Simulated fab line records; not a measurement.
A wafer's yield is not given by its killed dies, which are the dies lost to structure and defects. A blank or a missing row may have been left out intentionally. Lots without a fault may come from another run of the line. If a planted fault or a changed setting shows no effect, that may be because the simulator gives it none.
fab line records	flow n5-finfet
record: lots: 7	wafers: 21
route steps=1938 shown BEOL_M0_SAQP@683 BEOL_M1@758 BEOL_M2@881 BEOL_M3@938 BEOL_M4@1024
start-h: start of the lot's first displayed wafer, in hours after the record's first day	wait-h: hours elapsed since this lot's preceding step	" repeats the value in the row above	L1.1+2: one row covering several wafers at once	- value missing, or start not given	* or withheld: withheld	< > ~ a bound
route shown NAME@n: NAME is a module with steps in the file, n the number in the route of the first one	usual: average and standard deviation across the fault-free wafers	same: alike in all rows	chamber/n: place in a boat	sites: each site's reading	_std_site: standard deviation across them	_edge_site: outer sites' mean less inner sites'	radius-mm: for every site, how far away it sits from the centre of the wafer	mask NAME#n: copy n	behind: the tool/chamber that last shaped the wafer	hold: what put the lot on hold/how long, in hours/how the hold closed	device: the n, p or np transistor that did not switch	end of line: the same wafers' tests at the end of the route	where a step has no rows: the recipe by itself	killed: not the wafer's yield, but the dies lost to structure and defects at the first sort	map: a wafer's dies, marking killed ones x, the rest . and places with no die _
set.NAME: the setting the step ran with; set.NAME@STEP: the setting that earlier step ran with	model.NAME: the simulator's own value behind a step, which no gauge read
lots whose settings were changed on purpose; a table a step, a row a wafer
== steps ==
step: N5_BEOL_M0_SAQP_COAT_34
recipe: resist: CAR-EUV	spin-rpm: 1500	resist-thk-nm: 30
lot.wafer	tool	chamber	start-h	wait-h	set.spin-rpm	model.CAR-EUV_of_BEOL_M0_SAQP_COAT_34.thk-nm
L076.1	litho-track-02	0	-	-	1500	30
L076.5	"	0	"	"	1500	30.2
L076.6	"	0	"	"	1630	28.8
L080.1	litho-track-02	0	-	-	1500	30
L080.2+6	"	0	"	"	1648	28.6
L086.3+4	litho-track-02	0	-	-	1454	30.6
L086.5	"	0	"	"	1500	30.2
L091.1	litho-track-01	0	-	-	1639	28.8
L091.3+5	"	0	"	"	1639	28.6
L093.1+4+5	litho-track-01	0	-	-	1500	30
L096.1	litho-track-02	0	-	-	1633	28.8
L096.5+6	"	0	"	"	1500	30
L097.2	litho-track-03	0	-	-	1500	30.2
L097.5+6	"	0	"	"	1500	30
step: N5_BEOL_M0_SAQP_EBR_36
recipe: solvent: PGMEA	ebr-width-mm: 1.5
step: N5_BEOL_M0_SAQP_SOFTBAKE_35
recipe: temp-c: 110	time-s: 60	resist: CAR-EUV
step: N5_BEOL_M0_SAQP_DESCUM_45
recipe: chemistry: O2	time-s: 7	source-power-w: 50	bias-power-w: 20	pressure-mtorr: 20	rf-frequency-hz: 2.712e+07	temp-c: 40	resist: CAR-EUV	o2-flow-sccm: 225
lot.wafer	tool	chamber	start-h	wait-h	set.spin-rpm@BEOL_M0_SAQP_COAT_34	model.CAR-EUV_of_BEOL_M0_SAQP_COAT_34.thk-nm
L076.1	rie-diel-01	0	124.35	0.1	1500	26
L076.5	"	1	"	"	1500	26.2
L076.6	"	2	"	"	1630	24.8
L080.1	rie-diel-04	0	148.66	0.0	1500	26.2
L080.2	"	3	"	"	1648	24.6
L080.6	"	0	"	"	1648	24.8
L086.3+4	rie-diel-01	2,3	185.22	0.6	1454	26.6
L086.5	"	0	"	"	1500	26.2
L091.1+3+5	rie-diel-02	2,3,2	219.46	0.0	1639	24.8
L093.1+4+5	rie-diel-02	3,0,3	230.81	0.0	1500	26
L096.1	rie-diel-04	0	252.21	0.0	1633	24.8
L096.5	"	0	"	"	1500	26.2
L096.6	"	3	"	"	1500	26
L097.2+5	rie-diel-04	2,0	258.97	0.0	1500	26.2
L097.6	"	3	"	"	1500	26
step: N5_BEOL_M1_COAT_05
recipe: resist: CAR-EUV	spin-rpm: 1500	resist-thk-nm: 30
lot.wafer	tool	chamber	start-h	wait-h	set.spin-rpm	model.CAR-EUV_of_BEOL_M1_COAT_05.thk-nm
L076.1	litho-track-02	0	-	-	1500	30
L076.5+6	"	0	"	"	1500	30.2
L080.1+2+6	litho-track-02	0	-	-	1500	30
L086.3+5	litho-track-04	0	-	-	1385	31.4
L086.4	"	0	"	"	1500	30
L091.1+3	litho-track-02	0	-	-	1500	30
L091.5	"	0	"	"	1500	29.8
L093.1	litho-track-02	0	-	-	1500	30
L093.4+5	"	0	"	"	1500	29.8
L096.1	litho-track-04	0	-	-	1407	31
L096.5	"	0	"	"	1407	31.2
L096.6	"	0	"	"	1500	30.2
L097.2+5	litho-track-02	0	-	-	1446	30.6
L097.6	"	0	"	"	1500	30
step: N5_BEOL_M1_EBR_07
recipe: solvent: PGMEA	ebr-width-mm: 1.5
step: N5_BEOL_M1_SOFTBAKE_06
recipe: temp-c: 110	time-s: 60	resist: CAR-EUV
step: N5_BEOL_M1_EXPOSE_08
recipe: mask-id: M1	na: 0.33	source-shape: dipole	sigma-inner: 0.369	sigma-outer: 0.767	polarization: unpolarized	dose-mj: 33
step: N5_BEOL_M1_PEB_09
recipe: peb-temp-c: 100	peb-time-s: 60	resist: CAR-EUV
step: N5_BEOL_M1_DEVELOP_10
recipe: develop-time-s: 30	developer: TMAH	resist: CAR-EUV	rinse-liquid: surfactant-rinse	dry: air-spin	dev-temp-c: 23
lot.wafer	tool	chamber	start-h	wait-h	set.spin-rpm@BEOL_M1_COAT_05	model.CAR-EUV_of_BEOL_M1_COAT_05.thk-nm
L076.1+5	litho-track-02	0	-	-	1500	29.6
L076.6	"	0	"	"	1500	29.8
L080.1+2+6	litho-track-01	0	-	-	1500	29.6
L086.3+5	litho-track-01	0	-	-	1385	30.8
L086.4	"	0	"	"	1500	29.6
L091.1+5	litho-track-02	0	-	-	1500	29.4
L091.3	"	0	"	"	1500	29.6
L093.1+4+5	litho-track-02	0	-	-	1500	29.4
L096.1+5	litho-track-01	0	-	-	1407	30.6
L096.6	"	0	"	"	1500	29.6
L097.2	litho-track-02	0	-	-	1446	30.2
L097.5	"	0	"	"	1446	30
L097.6	"	0	"	"	1500	29.6
step: N5_BEOL_M1_DESCUM_16
recipe: chemistry: O2	time-s: 7	source-power-w: 50	bias-power-w: 20	pressure-mtorr: 20	rf-frequency-hz: 2.712e+07	temp-c: 40	resist: CAR-EUV	o2-flow-sccm: 225
step: N5_BEOL_M1_ETCH_74
recipe: chemistry: N2/H2	target: underlayer	target-depth-a: 65	mask-material: CAR-EUV	time-s: 5.2	ion-energy-ev: 200	pressure-mtorr: 30	source-w: 840	bias-w: 150	n2-flow-sccm: 200	h2-flow-sccm: 200	ends: cleared
step: N5_BEOL_M1_ETCH_63
recipe: chemistry: CF4	target: SiARC	target-depth-a: 156	mask-material: CAR-EUV	time-s: 26	ion-energy-ev: 80	pressure-mtorr: 40	source-w: 545	bias-w: 36	Ar_flow_sccm: 100	cf4-flow-sccm: 100	ends: cleared
lot.wafer	tool	chamber	start-h	wait-h	set.spin-rpm@BEOL_M1_COAT_05	model.CAR-EUV_of_BEOL_M1_COAT_05.thk-nm
L076.1	rie-diel-04	3	134.70	0.0	1500	11
L076.5	"	2	"	"	1500	11.2
L076.6	"	1	"	"	1500	11.4
L080.1+2+6	rie-diel-02	2,1,1	156.68	0.0	1500	11
L086.3+5	rie-diel-02	1,0	196.83	0.0	1385	12.4
L086.4	"	3	"	"	1500	11.2
L091.1+5	rie-diel-02	0,1	231.26	0.0	1500	11
L091.3	"	1	"	"	1500	11.2
L093.1+5	rie-diel-02	1,0	241.74	0.0	1500	11
L093.4	"	2	"	"	1500	10.8
L096.1+5	rie-diel-04	2	263.07	0.0	1407	12.2
L096.6	"	1	"	"	1500	11.2
L097.2+5	rie-diel-02	1,3	274.31	0.0	1446	11.6
L097.6	"	2	"	"	1500	11.2
step: N5_BEOL_M1_ETCH_64
recipe: chemistry: N2/H2	target: SOC	target-depth-a: 750	overetch-a: 150	mask-material: SiARC	temp-c: 40	time-s: 112.5	ion-energy-ev: 200	pressure-mtorr: 30	source-w: 840	bias-w: 150	n2-flow-sccm: 200	h2-flow-sccm: 200
usual: rf-vpp-V: 525.2/2.3
lot.wafer	tool	chamber	start-h	wait-h	set.source-w	rf-vpp-V
L076.1	rie-diel-04	3	134.73	0.0	840	524.5
L076.5	"	2	"	"	840	524.2
L076.6	"	1	"	"	840	519.5
L080.1	rie-diel-02	2	156.70	0.0	699	559.6
L080.2	"	1	"	"	840	526.6
L080.6	"	1	"	"	699	560.7
L086.3	rie-diel-02	1	196.86	0.0	840	527.1
L086.4	"	3	"	"	840	528.6
L086.5	"	0	"	"	840	526.3
L091.1	rie-diel-02	0	231.29	0.0	840	525.5
L091.3	"	1	"	"	840	527.4
L091.5	"	1	"	"	798.7	535.2
L093.1	rie-diel-02	1	241.77	0.0	840	527.6
L093.4	"	2	"	"	840	527.9
L093.5	"	0	"	"	840	526.9
L096.1	rie-diel-04	2	263.10	0.0	840	523.7
L096.5	"	2	"	"	840	523.6
L096.6	"	1	"	"	840	528.7
L097.2	rie-diel-02	1	274.34	0.0	840	526.7
L097.5	"	3	"	"	840	527.6
L097.6	"	2	"	"	840	527.3
step: N5_BEOL_M2_ETCH_69
recipe: chemistry: CF4	target: SiARC	target-depth-a: 156	mask-material: CAR-EUV	time-s: 26	ion-energy-ev: 80	pressure-mtorr: 40	source-w: 545	bias-w: 36	Ar_flow_sccm: 100	cf4-flow-sccm: 100	ends: cleared
usual: rf-vpp-V: 184.0/1.4
lot.wafer	tool	chamber	start-h	wait-h	set.bias-w	rf-vpp-V
L076.1	rie-diel-05	0	145.25	0.0	36	184.9
L076.5	"	2	"	"	36	183.8
L076.6	"	3	"	"	36	184.8
L080.1	rie-diel-05	0	174.56	0.0	36	185.4
L080.2	"	3	"	"	36	185.2
L080.6	"	2	"	"	36	183.0
L086.3	rie-diel-03	3	218.70	0.0	42.37	205.2
L086.4	"	2	"	"	42.37	201.3
L086.5	"	0	"	"	36	184.0
L093.1	rie-diel-05	2	260.40	0.0	36	183.5
L093.4	"	0	"	"	36	184.8
L093.5	"	2	"	"	36	183.8
L091.1	rie-diel-05	0	279.54	0.0	36	184.4
L091.3	"	1	"	"	36	185.9
L091.5	"	3	"	"	36	183.8
L096.1	rie-diel-03	1	285.81	0.0	38.72	194.6
L096.5	"	1	"	"	38.72	194.2
L096.6	"	2	"	"	36	180.8
L097.2	rie-diel-03	0	288.22	0.0	36	183.4
L097.5	"	2	"	"	36	181.9
L097.6	"	3	"	"	38.76	192.6
step: N5_BEOL_M3_COAT_05
recipe: resist: CAR-EUV	spin-rpm: 1500	resist-thk-nm: 30
lot.wafer	tool	chamber	start-h	wait-h	set.spin-rpm	model.CAR-EUV_of_BEOL_M3_COAT_05.thk-nm
L076.1+5	litho-track-04	0	-	-	1415	31
L076.6	"	0	"	"	1500	30.2
L080.1	litho-track-04	0	-	-	1409	31
L080.2	"	0	"	"	1409	31.2
L080.6	"	0	"	"	1500	30.2
L086.3+4+5	litho-track-05	0	-	-	1500	30
L093.1+4+5	litho-track-01	0	-	-	1500	30
L091.1	litho-track-05	0	-	-	1500	30.2
L091.3+5	"	0	"	"	1500	30
L097.2	litho-track-04	0	-	-	1500	29.8
L097.5	"	0	"	"	1664	28.4
L097.6	"	0	"	"	1500	30
L096.1+6	litho-track-05	0	-	-	1500	30
L096.5	"	0	"	"	1500	29.8
step: N5_BEOL_M3_EXPOSE_08
recipe: mask-id: M3	na: 0.33	source-shape: dipole	sigma-inner: 0.369	sigma-outer: 0.767	polarization: unpolarized	dose-mj: 33
lot.wafer	tool	chamber	start-h	wait-h	mask	set.dose-mj
L076.1+5+6	euv-scanner-02	0	176.36	-	M3#0	33
L080.1	euv-scanner-02	0	185.98	-	M3#0	31.38
L080.2+6	"	0	"	"	M3#0	33
L086.3+4+5	euv-scanner-01	0	229.81	-	M3#0	33
L093.1+4+5	euv-scanner-01	0	291.70	-	M3#0	33
L091.1+3+5	euv-scanner-01	0	298.38	-	M3#0	33
L097.2+5	euv-scanner-02	0	306.67	-	M3#0	34.1
L097.6	"	0	"	"	M3#0	33
L096.1+6	euv-scanner-02	0	311.27	-	M3#0	33
L096.5	"	0	"	"	M3#0	33.68
step: N5_BEOL_M3_PEB_09
recipe: peb-temp-c: 100	peb-time-s: 60	resist: CAR-EUV
step: N5_BEOL_M3_DEVELOP_10
recipe: develop-time-s: 30	developer: TMAH	resist: CAR-EUV	rinse-liquid: surfactant-rinse	dry: air-spin	dev-temp-c: 23
step: N5_BEOL_M3_CD_MEAS_11
recipe: target-cd-nm: 17.05	landing-energy-ev: 500	detector: se-inlens	polarity: opening
usual: cd-nm: 17.05/0.25
lot.wafer	tool	chamber	start-h	wait-h	set.dose-mj@BEOL_M3_EXPOSE_08	cd-nm
L076.1	cd-sem-03	0	176.48	-	33	17.21
L076.5	"	0	"	"	33	17.11
L076.6	"	0	"	"	33	16.82
L080.1	cd-sem-01	0	186.10	-	31.38	16.15
L080.2	"	0	"	"	33	17.62
L080.6	"	0	"	"	33	17.42
L086.3	cd-sem-03	0	229.93	-	33	16.93
L086.4	"	0	"	"	33	17.21
L086.5	"	0	"	"	33	16.97
L093.1	cd-sem-02	0	291.83	-	33	17.65
L093.4	"	0	"	"	33	17.25
L093.5	"	0	"	"	33	17.04
L091.1	cd-sem-01	0	298.51	-	33	16.81
L091.3	"	0	"	"	33	17.11
L091.5	"	0	"	"	33	16.69
L097.2	cd-sem-02	0	306.79	-	34.1	17.92
L097.5	"	0	"	"	34.1	17.96
L097.6	"	0	"	"	33	17.06
L096.1	cd-sem-02	0	311.39	-	33	16.89
L096.5	"	0	"	"	33.68	17.50
L096.6	"	0	"	"	33	16.90
step: N5_BEOL_M3_DESCUM_16
recipe: chemistry: O2	time-s: 7	source-power-w: 50	bias-power-w: 20	pressure-mtorr: 20	rf-frequency-hz: 2.712e+07	temp-c: 40	resist: CAR-EUV	o2-flow-sccm: 225
lot.wafer	tool	chamber	start-h	wait-h	set.spin-rpm@BEOL_M3_COAT_05	model.CAR-EUV_of_BEOL_M3_COAT_05.thk-nm
L076.1+5	rie-diel-02	0,2	176.62	0.0	1415	27
L076.6	"	0	"	"	1500	26.2
L080.1+2	rie-diel-02	1,3	186.23	0.0	1409	27.2
L080.6	"	2	"	"	1500	26.2
L086.3+4	rie-diel-04	3,0	230.05	0.0	1500	26
L086.5	"	1	"	"	1500	26.2
L093.1+4	rie-diel-01	3,0	291.96	0.0	1500	26
L093.5	"	2	"	"	1500	26.2
L091.1	rie-diel-04	0	298.63	0.0	1500	26.4
L091.3+5	"	1,2	"	"	1500	26.2
L097.2+6	rie-diel-01	3,1	307.10	0.2	1500	26
L097.5	"	0	"	"	1664	24.4
L096.1+5+6	rie-diel-01	1,0,1	311.67	0.2	1500	26
step: N5_BEOL_M3_ETCH_74
recipe: chemistry: N2/H2	target: underlayer	target-depth-a: 65	mask-material: CAR-EUV	time-s: 5.2	ion-energy-ev: 200	pressure-mtorr: 30	source-w: 840	bias-w: 150	n2-flow-sccm: 200	h2-flow-sccm: 200	ends: cleared
lot.wafer	tool	chamber	start-h	wait-h	set.dose-mj@BEOL_M3_EXPOSE_08	model.BEOL_M3.cd-offset-nm
L076.1+5+6	rie-diel-02	0,2,0	176.65	0.0	33	0
L080.1	rie-diel-02	1	186.26	0.0	31.38	-0.8
L080.2	"	3	"	"	33	0
L080.6	"	2	"	"	33	0.4
L086.3+5	rie-diel-04	3,1	230.08	0.0	33	0
L086.4	"	0	"	"	33	-0.2
L093.1+4+5	rie-diel-01	3,0,2	291.99	0.0	33	0.2
L091.1+5	rie-diel-04	0,2	298.66	0.0	33	0
L091.3	"	1	"	"	33	0.2
L097.2	rie-diel-01	3	307.13	0.0	34.1	0.4
L097.5	"	0	"	"	34.1	0.8
L097.6	"	1	"	"	33	-0.2
L096.1+6	rie-diel-01	1	311.71	0.0	33	-0.2
L096.5	"	0	"	"	33.68	0.4
step: N5_BEOL_M3_ETCH_63
recipe: chemistry: CF4	target: SiARC	target-depth-a: 156	mask-material: CAR-EUV	time-s: 26	ion-energy-ev: 80	pressure-mtorr: 40	source-w: 545	bias-w: 36	Ar_flow_sccm: 100	cf4-flow-sccm: 100	ends: cleared
lot.wafer	tool	chamber	start-h	wait-h	set.dose-mj@BEOL_M3_EXPOSE_08	model.BEOL_M3.cd-offset-nm
L076.1+5	rie-diel-02	0,2	176.67	0.0	33	-0.2
L076.6	"	0	"	"	33	0
L080.1	rie-diel-02	1	186.28	0.0	31.38	-0.8
L080.2	"	3	"	"	33	0
L080.6	"	2	"	"	33	0.4
L086.3+5	rie-diel-04	3,1	230.10	0.0	33	0
L086.4	"	0	"	"	33	-0.2
L093.1+4+5	rie-diel-01	3,0,2	292.01	0.0	33	0.2
L091.1	rie-diel-04	0	298.68	0.0	33	0.2
L091.3	"	1	"	"	33	0.4
L091.5	"	2	"	"	33	0
L097.2	rie-diel-01	3	307.15	0.0	34.1	0.4
L097.5	"	0	"	"	34.1	0.6
L097.6	"	1	"	"	33	-0.2
L096.1	rie-diel-01	1	311.72	0.0	33	0
L096.5	"	0	"	"	33.68	0.4
L096.6	"	1	"	"	33	-0.2
step: N5_BEOL_M4_HM_DEP_02
recipe: material: TiN	target-thk-a: 200	temp-c: 25	chamber-pressure-pa: 0.49996
lot.wafer	tool	chamber	start-h	wait-h	set.target-thk-a	model.TiN_of_BEOL_M4_HM_DEP_02.thk-nm
L076.1	pvd-sputter-01	-	189.35	2.6	200	20.4
L076.5+6	"	-	"	"	175	17.6
L080.1	pvd-sputter-03	-	213.90	0.9	200	20.4
L080.2	"	-	"	"	174.9	17.8
L080.6	"	-	"	"	200	20.6
L086.3+4+5	pvd-sputter-01	-	251.55	0.1	200	20
L093.1+4+5	pvd-sputter-01	-	311.96	0.4	200	19.8
L091.1	pvd-sputter-02	-	316.10	0.8	200	20
L091.3	"	-	"	"	188.1	19
L091.5	"	-	"	"	188.1	18.8
L097.2	pvd-sputter-01	-	322.26	1.1	183.1	18.4
L097.5+6	"	-	"	"	183.1	18.6
L096.1+5+6	pvd-sputter-01	-	326.00	0.6	200	20.2
step: N5_BEOL_M4_COAT_05
recipe: resist: CAR-EUV	spin-rpm: 1500	resist-thk-nm: 30
lot.wafer	tool	chamber	start-h	wait-h	set.spin-rpm
L076.1+5+6	litho-track-02	0	-	-	1500
L080.1	litho-track-02	0	-	-	1397
L080.2+6	"	0	"	"	1500
L086.3+4+5	litho-track-02	0	-	-	1500
L093.1+4+5	litho-track-03	0	-	-	1500
L091.1+3+5	litho-track-02	0	-	-	1500
L097.2+5+6	litho-track-03	0	-	-	1500
L096.1+5+6	litho-track-03	0	-	-	1500
step: N5_BEOL_M4_EBR_07
recipe: solvent: PGMEA	ebr-width-mm: 1.5
step: N5_BEOL_M4_SOFTBAKE_06
recipe: temp-c: 110	time-s: 60	resist: CAR-EUV
step: N5_BEOL_M4_STRIP_75
recipe: chemistry: N2/H2	temp-c: 40	n2-flow-sccm: 200	h2-flow-sccm: 200	rf-frequency-hz: 6e+07
step: N5_BEOL_M4_STRIP_66
recipe: chemistry: CF4	resist: SiARC	power-w: 300	bias-power-w: 75	pressure-mtorr: 50	cf4-flow-sccm: 150	rf-frequency-hz: 6e+07
step: N5_BEOL_M4_HM_OPEN_17
recipe: chemistry: Cl2/BCl3	target-depth-a: 200	overetch-a: 60	target: TiN	mask-material: SOC	ion-energy-ev: 150	pressure-mtorr: 10	icp-w: 1000	bias-w: 126	Cl2_flow_sccm: 53.25	bcl3-flow-sccm: 21.75	Ar_flow_sccm: 25
lot.wafer	tool	chamber	start-h	wait-h	set.target-thk-a@BEOL_M4_HM_DEP_02	model.etch.depth-nm
L076.1	rie-metal-03	1	190.25	0.0	200	20.32
L076.5	"	0	"	"	175	17.65
L076.6	"	1	"	"	175	17.68
L080.1	rie-metal-02	0	215.03	0.0	200	20.44
L080.2	"	1	"	"	174.9	17.88
L080.6	"	1	"	"	200	20.51
L086.3	rie-metal-02	1	252.35	0.1	200	19.91
L086.4	"	0	"	"	200	20.09
L086.5	"	1	"	"	200	19.97
L093.1	rie-metal-02	0	313.49	0.0	200	19.87
L093.4	"	1	"	"	200	19.77
L093.5	"	0	"	"	200	19.74
L091.1	rie-metal-02	0	316.99	0.0	200	20.02
L091.3	"	1	"	"	188.1	19.01
L091.5	"	0	"	"	188.1	18.81
L097.2	rie-metal-02	0	323.27	0.1	183.1	18.39
L097.5	"	0	"	"	183.1	18.57
L097.6	"	0	"	"	183.1	18.65
L096.1	rie-metal-02	0	327.05	0.0	200	20.1
L096.5	"	0	"	"	200	20.25
L096.6	"	0	"	"	200	20.23
step: N5_BEOL_M4_STRIP_19
recipe: chemistry: O2	power-w: 400	temp-c: 40	pressure-mtorr: 30	rf-frequency-hz: 6e+07	bias-power-w: 0	overash-fraction: 0.2	o2-flow-sccm: 225
step: N5_BEOL_M4_STRIP_83
recipe: chemistry: C4F6/O2	resist: SiARC	rf-frequency-hz: 6e+07
step: N5_BEOL_M4_STRIP_36
recipe: chemistry: N2/H2	power-w: 450	temp-c: 40	pressure-mtorr: 20	rf-frequency-hz: 6e+07	overash-fraction: 0.3	bias-power-w: 7	h2-frac: 0.5	n2-flow-sccm: 200	h2-flow-sccm: 200
step: N5_BEOL_M4_TRENCH_ETCH_37
recipe: chemistry: C4F6/O2	target-depth-a: 555.55	target: SiOC	time-s: 29.2	ion-energy-ev: 250	pressure-mtorr: 30	source-w: 355	bias-w: 185	Ar_flow_sccm: 300	C4F6_flow_sccm: 10	O2_flow_sccm: 10
lot.wafer	tool	chamber	start-h	wait-h	set.target-thk-a@BEOL_M4_HM_DEP_02	model.TiN_of_BEOL_M4_HM_DEP_02.thk-nm
L076.1	rie-diel-06	2	-	-	200	18
L076.5+6	"	1,2	"	"	175	15.4
L080.1+6	rie-diel-05	0	-	-	200	18.2
L080.2	"	1	"	"	174.9	15.4
L086.3+5	rie-diel-05	2,3	-	-	200	17.6
L086.4	"	0	"	"	200	17.8
L093.1	rie-diel-03	1	-	-	200	17.6
L093.4+5	"	2,3	"	"	200	17.4
L091.1	rie-diel-03	1	-	-	200	17.6
L091.3+5	"	3,2	"	"	188.1	16.6
L097.2	rie-diel-06	1	-	-	183.1	16
L097.5	"	1	"	"	183.1	16.2
L097.6	"	0	"	"	183.1	16.4
L096.1	rie-diel-05	1	-	-	200	17.8
L096.5+6	"	0,3	"	"	200	18
== key ==
split: step: N5_BEOL_M0_SAQP_COAT_34	setting: spin-rpm	stated: 1500	by: wafer
response: step: N5_BEOL_M0_SAQP_COAT_34	reading: model.CAR-EUV_of_BEOL_M0_SAQP_COAT_34.thk-nm	change: -0.142	per: 1%	r: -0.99
response: step: N5_BEOL_M0_SAQP_DESCUM_45	reading: model.CAR-EUV_of_BEOL_M0_SAQP_COAT_34.thk-nm	change: -0.149	per: 1%	r: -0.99
split: step: N5_BEOL_M1_COAT_05	setting: spin-rpm	stated: 1500	by: wafer
response: step: N5_BEOL_M1_COAT_05	reading: model.CAR-EUV_of_BEOL_M1_COAT_05.thk-nm	change: -0.168	per: 1%	r: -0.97
response: step: N5_BEOL_M1_DEVELOP_10	reading: model.CAR-EUV_of_BEOL_M1_COAT_05.thk-nm	change: -0.156	per: 1%	r: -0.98
response: step: N5_BEOL_M1_ETCH_63	reading: model.CAR-EUV_of_BEOL_M1_COAT_05.thk-nm	change: -0.153	per: 1%	r: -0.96
split: step: N5_BEOL_M1_ETCH_64	setting: source-w	stated: 840	by: wafer
response: step: N5_BEOL_M1_ETCH_64	reading: rf-vpp-V	change: -1.98	per: 1%	r: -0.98
split: step: N5_BEOL_M2_ETCH_69	setting: bias-w	stated: 36	by: wafer
response: step: N5_BEOL_M2_ETCH_69	reading: rf-vpp-V	change: +1.21	per: 1%	r: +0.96
split: step: N5_BEOL_M3_COAT_05	setting: spin-rpm	stated: 1500	by: wafer
response: step: N5_BEOL_M3_COAT_05	reading: model.CAR-EUV_of_BEOL_M3_COAT_05.thk-nm	change: -0.14	per: 1%	r: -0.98
response: step: N5_BEOL_M3_DESCUM_16	reading: model.CAR-EUV_of_BEOL_M3_COAT_05.thk-nm	change: -0.149	per: 1%	r: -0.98
split: step: N5_BEOL_M3_EXPOSE_08	setting: dose-mj	stated: 33	by: wafer
response: step: N5_BEOL_M3_CD_MEAS_11	reading: cd-nm	change: +0.275	per: 1%	r: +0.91
response: step: N5_BEOL_M3_ETCH_74	reading: model.BEOL_M3.cd-offset-nm	change: +0.223	per: 1%	r: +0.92
response: step: N5_BEOL_M3_ETCH_63	reading: model.BEOL_M3.cd-offset-nm	change: +0.21	per: 1%	r: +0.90
split: step: N5_BEOL_M4_HM_DEP_02	setting: target-thk-a	stated: 200	by: wafer
response: step: N5_BEOL_M4_HM_DEP_02	reading: model.TiN_of_BEOL_M4_HM_DEP_02.thk-nm	change: +0.216	per: 1%	r: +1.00
response: step: N5_BEOL_M4_HM_OPEN_17	reading: model.etch.depth-nm	change: +0.207	per: 1%	r: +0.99
response: step: N5_BEOL_M4_TRENCH_ETCH_37	reading: model.TiN_of_BEOL_M4_HM_DEP_02.thk-nm	change: +0.211	per: 1%	r: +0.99
split: step: N5_BEOL_M4_COAT_05	setting: spin-rpm	stated: 1500	by: wafer
response none clear
